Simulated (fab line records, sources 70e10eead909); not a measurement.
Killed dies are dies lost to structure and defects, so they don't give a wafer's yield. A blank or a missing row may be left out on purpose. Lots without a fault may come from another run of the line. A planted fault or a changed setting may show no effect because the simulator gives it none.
fab line records | flow nand_harc
record lots=5 wafers=15 last_day=24
route steps=1159 shown A_CONTACT@888 END@1159
lots that met no fault: from a run of the same line without faults
start_h: hours from the record's first day to the start of the lot's first wafer shown | wait_h: hours since the lot's step before | " the same as in the row above | L1.1+2: a row that stands for several wafers | - no value, or no start given | * or withheld: withheld | < > ~ a bound
route shown NAME@n: a module of which the file shows steps, and the number in the route of the first | usual: mean/standard deviation of fault-free wafers | same: alike in all rows | chamber/n: place in a boat | sites: the reading at each site | _std_site: their standard deviation | _edge_site: outer sites' mean less inner sites' | radius_mm: how far each site lies from the wafer's centre | mask NAME#n: copy n | behind: the tool/chamber that last shaped the wafer | hold: why the lot was held/for how many hours/how that ended | device: the transistor (n, p or np) that didn't switch | end of line: the same wafers' tests at the end of the route | a step without rows: its recipe alone | killed: dies lost to structure and defects at the first sort, not the wafer's yield | map: a wafer's dies, x killed, . not, _ none there
set.NAME: the setting as run; set.NAME@STEP: as run at that earlier step | model.NAME: the simulator's own value behind a step, which no gauge read
lots at some steps of the route; a table a step, a row a wafer
services: from which hour (start_h, from the record's first day; less than 0 if before it) a tool's chamber was out of use, for how many hours, and why
## steps
# step NHARC_A_CONTACT_COAT_61
# recipe temp_c=260 time_s=75
# step NHARC_A_CONTACT_COAT_62
# recipe temp_c=225 time_s=65
# step NHARC_A_CONTACT_COAT_63
# recipe spin_rpm=1500 resist_thk_nm=90
# step NHARC_A_CONTACT_SOFTBAKE_64
# recipe temp_c=105 time_s=55
# step NHARC_A_CONTACT_EBR_65
# step NHARC_A_CONTACT_EXPOSE_66
# recipe na=1.35 sigma_outer=0.8 dose_mj=59.02 mask_id=A_CC_2
# step NHARC_A_CONTACT_PEB_67
# recipe peb_temp_c=100 peb_time_s=65
# step NHARC_A_CONTACT_DEVELOP_68
# recipe develop_time_s=35 dev_temp_c=23
# step NHARC_A_CONTACT_CD_MEAS_69
# recipe target_cd_nm=200 landing_energy_ev=500
# usual cd_nm=199.7/0.48
# columns lot.wafer tool chamber start_h wait_h cd_nm
L774.2 cd_sem-01 0 386.37 - 200.6
L774.3 " 0 " " 200.6
L774.4 " 0 " " 199.8
L776.3 cd_sem-02 0 418.29 - 199.1
L776.4 " 0 " " 199.8
L776.6 " 0 " " 199.7
L786.2 cd_sem-03 0 468.94 - 200.8
L786.4 " 0 " " 199.5
L786.5 " 0 " " 199.8
L789.2 cd_sem-01 0 488.74 - 199.7
L789.5 " 0 " " 199.6
L789.6 " 0 " " 199.1
L792.1 cd_sem-03 0 511.29 - 200.1
L792.3 " 0 " " 200.4
L792.5 " 0 " " 199.8
# step NHARC_A_CONTACT_OVL_MEAS_70
# usual overlay_x_nm=-0.1/1 overlay_y_nm=0.0/0.87
# columns lot.wafer tool chamber start_h wait_h overlay_x_nm overlay_y_nm
L774.2 overlay-02 - 386.46 - -1.6 0.2
L774.3 " - " " -1.6 0.0
L774.4 " - " " -1.2 -0.1
L776.3 overlay-01 - 418.37 - -0.2 1.0
L776.4 " - " " -0.2 0.8
L776.6 " - " " 0.2 1.2
L786.2 overlay-02 - 469.03 - 1.5 1.6
L786.4 " - " " 1.5 1.6
L786.5 " - " " 1.7 1.7
L789.2 overlay-02 - 488.83 - -0.1 -1.5
L789.5 " - " " 0.0 -1.0
L789.6 " - " " -0.2 -1.5
L792.1 overlay-01 - 511.38 - 1.1 -0.1
L792.3 " - " " 0.9 0.0
L792.5 " - " " 1.1 -0.3
# step NHARC_A_CONTACT_INSPECT_71
# usual raw_defect_count=27/11
# columns lot.wafer tool chamber start_h wait_h raw_defect_count
L774.2 defect_inspect-01 - 386.49 0.0 23
L774.3 " - " " 21
L774.4 " - " " 22
L776.3 defect_inspect-01 - 418.41 0.0 27
L776.4 " - " " 25
L776.6 " - " " 38
L786.2 defect_inspect-02 - 469.07 0.0 34
L786.4 " - " " 32
L786.5 " - " " 33
L789.2 defect_inspect-01 - 488.87 0.0 29
L789.5 " - " " 31
L789.6 " - " " 34
L792.1 defect_inspect-02 - 511.42 0.0 19
L792.3 " - " " 19
L792.5 " - " " 19
# step NHARC_A_CONTACT_DESCUM_74
# recipe time_s=3 o2_flow_sccm=200 ar_flow_sccm=0 bias_power_w=0 chemistry=O2
# usual chamber_pressure_mTorr=59.99/0.058 drypump_motor_current_A=5.9/0.51 mfc_ar_sccm=0.012/0.013 oes_product_au=1.001/0.009 rf_vpp_V=57.7/0.84 showerhead_plenum_p_Torr=1.89/0.086 throttle_valve_pct=11.311/0.0086
# columns lot.wafer tool chamber start_h wait_h chamber_pressure_mTorr drypump_motor_current_A mfc_ar_sccm oes_product_au rf_hours_counter_h rf_vpp_V showerhead_plenum_p_Torr throttle_valve_pct
L774.4 rie_diel-13 3 386.58 0.1 59.95 6.2 0 0.987 39 57.5 1.87 11.326
L774.2 " 0 " " 60.02 5.7 0.014 0.994 40 57.8 1.90 11.304
L774.3 " 1 " " 59.97 6.6 0 0.990 39 57.0 1.88 11.306
L776.4 rie_diel-12 1 418.47 0.1 59.99 6.6 0 1.004 5 58.1 1.86 11.312
L776.3 " 2 " " 59.88 6.3 0.007 1.005 5 57.8 2.04 11.318
L776.6 " 1 " " 60.12 6.6 0 1.010 - 57.3 1.86 11.306
L786.2 rie_diel-12 3 469.13 0.1 59.97 5.4 0.040 1.003 16 57.0 1.97 11.310
L786.4 " 1 " " 60.09 6.6 0 0.998 16 56.4 1.86 11.306
L786.5 " 2 " " 59.96 6.3 0.007 0.988 - 59.9 2.03 11.320
L789.2 rie_diel-10 1 488.93 0.1 59.92 5.4 0.016 1.002 42 56.3 1.99 11.314
L789.6 " 1 " " 60.00 5.4 0.016 1.003 - 57.4 1.99 11.300
L789.5 " 0 " " 59.94 5.7 0.014 1.008 - 56.8 1.82 11.322
L792.3 rie_diel-13 3 511.49 0.1 60.05 6.2 0 1.005 19 58.9 1.85 11.324
L792.1 " 0 " " 59.92 5.7 0.014 1.002 19 58.8 1.89 11.311
L792.5 " 2 " " 60.03 5.9 0.027 1.009 - 57.5 1.79 11.312
# step NHARC_A_CONTACT_ETCH_75
# recipe target_depth_a=390 over_etch_frac=0.3 time_s=65 ion_energy_ev=80 cf4_flow_sccm=150 ar_flow_sccm=0 rf_w=300 bias_w=100 chemistry=CF4
# usual chamber_pressure_mTorr=50.01/0.049 drypump_motor_current_A=5.9/0.51 mfc_ar_sccm=0.012/0.013 oes_product_au=1.000/0.0096 rf_fwd_power_W=297.4/1.3 rf_vpp_V=151.0/1.2 run_length_s=86.2/0.4 showerhead_plenum_p_Torr=1.75/0.075 throttle_valve_pct=13.285/0.0096
# columns lot.wafer tool chamber start_h wait_h chamber_pressure_mTorr drypump_motor_current_A mfc_ar_sccm oes_product_au rf_fwd_power_W rf_hours_counter_h rf_vpp_V run_length_s showerhead_plenum_p_Torr throttle_valve_pct
L774.3 rie_diel-13 1 386.68 0.1 50.01 6.6 0 1.004 295.7 39 151.2 86.1 1.74 13.291
L774.4 " 2 " " 49.98 5.9 0.027 1.001 295.2 38 149.2 86.3 1.68 13.287
L774.2 " 3 " " 50.08 6.2 0 1.005 296.6 39 151.3 86.7 1.73 13.281
L776.4 rie_diel-12 2 418.55 0.1 49.94 6.3 0.007 1.015 298.6 5 153.2 87.0 1.87 13.286
L776.3 " 0 " " 50.04 5.4 0.004 1.014 297.2 6 150.0 85.8 1.64 13.288
L776.6 " 2 " " 50.08 6.3 0.007 0.998 298.0 - 152.6 86.6 1.87 13.281
L786.2 rie_diel-12 2 469.21 0.1 50.08 6.2 0.007 0.999 - 16 153.2 71.8 1.87 13.262
L786.4 " 1 " " 49.93 6.7 0 1.005 295.9 16 151.1 86.5 1.72 13.290
L786.5 " 2 " " 50.02 6.2 0.007 0.995 - - 153.5 71.6 1.87 13.293
L789.2 rie_diel-10 0 489.03 0.1 50.02 5.7 0.014 1.009 296.8 52 150.6 87.1 1.68 13.285
L789.5 " 1 " " 49.97 5.4 0.016 1.016 296.7 - 151.4 86.2 1.83 13.270
L789.6 " 2 " " 50.01 5.1 0.017 1.000 296.6 - 151.9 86.6 1.69 13.270
L792.3 rie_diel-13 2 511.56 0.1 49.97 5.8 0.027 1.000 297.6 20 149.1 86.8 1.66 13.303
L792.1 " 3 " " 50.01 6.2 0 1.009 297.8 19 149.4 86.7 1.72 13.284
L792.5 " 3 " " 50.07 6.2 0 1.002 297.2 - 151.6 86.6 1.72 13.283
# step NHARC_A_CONTACT_ETCH_76
# recipe target_depth_a=2600 over_etch_frac=0.3 time_s=475.3 ion_energy_ev=200 n2_flow_sccm=150 h2_flow_sccm=150 ar_flow_sccm=0 rf_w=400 bias_w=150 chemistry=N2/H2
# usual chamber_pressure_mTorr=29.998/0.026 drypump_motor_current_A=5.9/0.5 mfc_ar_sccm=0.012/0.014 oes_product_au=1.000/0.0088 rf_fwd_power_W=399.4/1.2 rf_vpp_V=429.8/2.7 run_length_s=496.5/0.37 showerhead_plenum_p_Torr=2.01/0.096 throttle_valve_pct=14.170/0.0087
# columns lot.wafer tool chamber start_h wait_h chamber_pressure_mTorr drypump_motor_current_A mfc_ar_sccm oes_product_au rf_fwd_power_W rf_hours_counter_h rf_vpp_V run_length_s showerhead_plenum_p_Torr throttle_valve_pct
L774.2 rie_diel-13 1 - - 29.964 6.6 0 1.005 396.7 39 428.7 496.4 2.00 14.191
L774.4 " 3 " " 30.007 6.2 0 0.990 398.9 39 429.1 496.9 1.99 14.172
L774.3 " 0 " " 29.947 5.7 0.014 0.997 399.0 40 432.0 495.8 2.03 14.187
L776.4 rie_diel-12 1 - - 30.006 6.6 0 0.997 400.3 5 428.2 496.1 1.98 14.173
L776.3 " 3 " " 30.001 5.3 0.040 1.021 399.1 6 432.6 496.5 2.10 14.158
L776.6 " 1 " " 29.977 6.6 0 1.009 399.3 - 428.6 496.3 1.98 14.164
L786.2 rie_diel-12 2 - - 30.007 6.3 0.007 0.992 399.9 16 435.1 496.8 2.17 14.164
L786.4 " 1 " " 30.045 6.6 0 0.995 400.1 16 428.2 496.5 1.98 14.179
L786.5 " 3 " " 30.033 5.3 0.040 1.009 400.2 - 433.6 495.9 2.10 14.172
L789.2 rie_diel-10 2 - - 30.024 5.0 0.017 0.980 400.4 45 428.6 496.7 1.94 14.172
L789.5 " 1 " " 29.965 5.4 0.016 1.004 401.7 - 432.5 496.2 2.12 14.168
L789.6 " 2 " " 30.023 5.1 0.017 0.982 398.4 - 428.2 496.9 1.94 14.167
L792.3 rie_diel-13 1 - - 30.006 6.6 0 0.998 397.8 20 428.4 496.3 1.98 14.171
L792.1 " 0 " " 29.979 5.7 0.014 1.006 399.5 19 430.0 495.5 2.01 14.161
L792.5 " 2 " " 29.971 5.9 0.027 1.000 399.4 - 427.3 497.1 1.91 14.163
# step NHARC_END_SORT_01
# recipe temp_c=25
# usual killed_at_array=27/8 killed_at_other=0.8/1.2 killed_at_periphery=3.3/2.3 killed_dies=31/8.8 killed_open=3.2/2.1 killed_short=2.1/1.4
# same gross_dies=677
# columns lot.wafer tool chamber start_h wait_h killed_at_array killed_at_other killed_at_periphery killed_dies killed_open killed_short
L774.2 prober-02 0 454.53 2.8 14 0 2 16 3 0
L774.3 prober-02 0 455.33 3.1 28 0 2 30 1 3
L774.4 prober-02 0 456.12 3.4 22 0 0 22 2 2
L776.3 prober-01 0 485.00 3.1 27 0 2 29 6 3
L776.4 prober-01 0 485.79 3.4 28 3 2 33 3 3
L776.6 prober-01 0 487.37 4.0 39 1 3 43 7 1
L789.5 prober-02 0 561.00 3.7 37 0 4 41 4 3
L789.6 prober-02 0 561.80 4.0 28 0 3 31 4 3
# killed by level:class
L774.2 A_CHANNEL_HOLE_D1:chamber_film_flake=10 P_M0:geometric_particle:open=1 P_M1:geometric_particle:open=1 A_CONTACT:geometric_particle:open=1 A_STAIRCASE:chamber_film_flake=1 A_SLIT:chamber_film_flake=1 A_CONTACT:chamber_film_flake=1
L774.3 A_CHANNEL_HOLE_D1:chamber_film_flake=12 A_STAIRCASE:chamber_film_flake=6 A_SLIT:chamber_film_flake=3 A_CONTACT:chamber_film_flake=3 A_WL_FILL:geometric_particle:short=2 P_M0:geometric_particle:short=1 A_CHANNEL_FILL_D1:geometric_particle:open=1 P_GATE:chamber_film_flake=1
L774.4 A_CHANNEL_HOLE_D1:chamber_film_flake=10 A_STAIRCASE:chamber_film_flake=5 A_ONON_D1:geometric_particle:short=2 A_CONTACT:chamber_film_flake=2 A_ONON_D1:geometric_particle:open=1 A_CONTACT:geometric_particle:open=1 A_SLIT:chamber_film_flake=1
L776.3 A_SLIT:chamber_film_flake=10 A_CHANNEL_HOLE_D1:chamber_film_flake=9 A_WL_FILL:geometric_particle:short=2 A_CONTACT:geometric_particle:open=2 P_GATE:geometric_particle:open=1 P_M0:geometric_particle:open=1 A_ONON_D1:geometric_particle:open=1 A_SGD_CUT:geometric_particle:short=1
L776.4 A_CHANNEL_HOLE_D1:chamber_film_flake=15 A_SLIT:chamber_film_flake=5 THIN_TSV:chamber_film_flake=3 A_ONON_D1:geometric_particle:open=2 A_CHANNEL_FILL_D1:geometric_particle:short=1 A_CHANNEL_FILL_D1:geometric_particle:open=1 A_WL_FILL:geometric_particle:short=1 A_M0:geometric_particle:short=1
L776.6 A_CHANNEL_HOLE_D1:chamber_film_flake=15 A_SLIT:chamber_film_flake=13 P_GATE:geometric_particle:open=2 A_STAIRCASE:chamber_film_flake=2 A_ONON_D1:geometric_particle:short=1 A_ONON_D1:geometric_particle:open=1 A_CONTACT:geometric_particle:open=1 A_BLC:geometric_particle:open=1
L789.5 A_CHANNEL_HOLE_D1:chamber_film_flake=19 A_CONTACT:chamber_film_flake=8 A_CONTACT:geometric_particle:open=2 P_STI:chamber_film_flake=2 A_STAIRCASE:chamber_film_flake=2 A_ONON_D1:geometric_particle:open=1 A_WL_FILL:geometric_particle:short=1 A_BLC:geometric_particle:short=1
L789.6 A_CHANNEL_HOLE_D1:chamber_film_flake=15 A_STAIRCASE:chamber_film_flake=3 A_CONTACT:chamber_film_flake=3 A_CONTACT:geometric_particle:open=2 P_STI:chamber_film_flake=2 P_STI:geometric_particle:short=1 A_ONON_D1:geometric_particle:open=1 A_CHANNEL_FILL_D1:geometric_particle:short=1
## services
# columns tool chamber start_h hours kind
rie_diel-13 - 375.21 2.7 repair
rie_diel-12 - 379.40 9.0 pm
rie_diel-12 0 379.40 9.0 vent_cycle
rie_diel-12 1 379.40 9.0 vent_cycle
rie_diel-12 2 379.40 9.0 vent_cycle
rie_diel-12 3 379.40 9.0 vent_cycle
rie_diel-13 2 381.87 3.8 repair
rie_diel-13 0 384.47 - clean
rie_diel-13 1 384.47 - clean
rie_diel-13 3 384.47 - clean
rie_diel-10 1 387.50 7.1 repair
rie_diel-12 0 388.40 - clean
rie_diel-12 1 388.40 - clean
rie_diel-12 2 388.40 - clean
rie_diel-12 3 388.40 - clean
rie_diel-10 3 401.02 1.2 repair
rie_diel-13 0 409.00 - clean
rie_diel-13 1 409.00 - clean
rie_diel-10 1 425.89 3.1 repair
rie_diel-10 - 441.10 0.4 repair
rie_diel-13 - 453.04 9.0 pm
rie_diel-10 - 477.16 0.5 repair
rie_diel-10 3 488.32 7.0 repair
rie_diel-10 1 494.55 10.0 repair
## key
first_sign step=NHARC_A_CONTACT_ETCH_75 reading=run_length_s direction=down sigmas=36 usual=* struck=*
effect none on later readings
met_at NHARC_A_CONTACT_ETCH_75
struck_wafers L786.2,L786.5
tester_left_out L786
onset_between 418.55 469.21
fault kind=process_parameter_drift tool=rie_diel-12 chamber=2 onset_h=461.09 steps=NHARC_A_CONTACT_ETCH_75 channel=time_s offset=* shape=step acts_in=* stated=*
# tester_left_out: of these lots the tester's yield and bins aren't shown, on N5 and GAA mostly nor the transistor test; their killed dies are dies lost to structure and defects alone, not to doping, threshold or leakage, so they don't give the yield
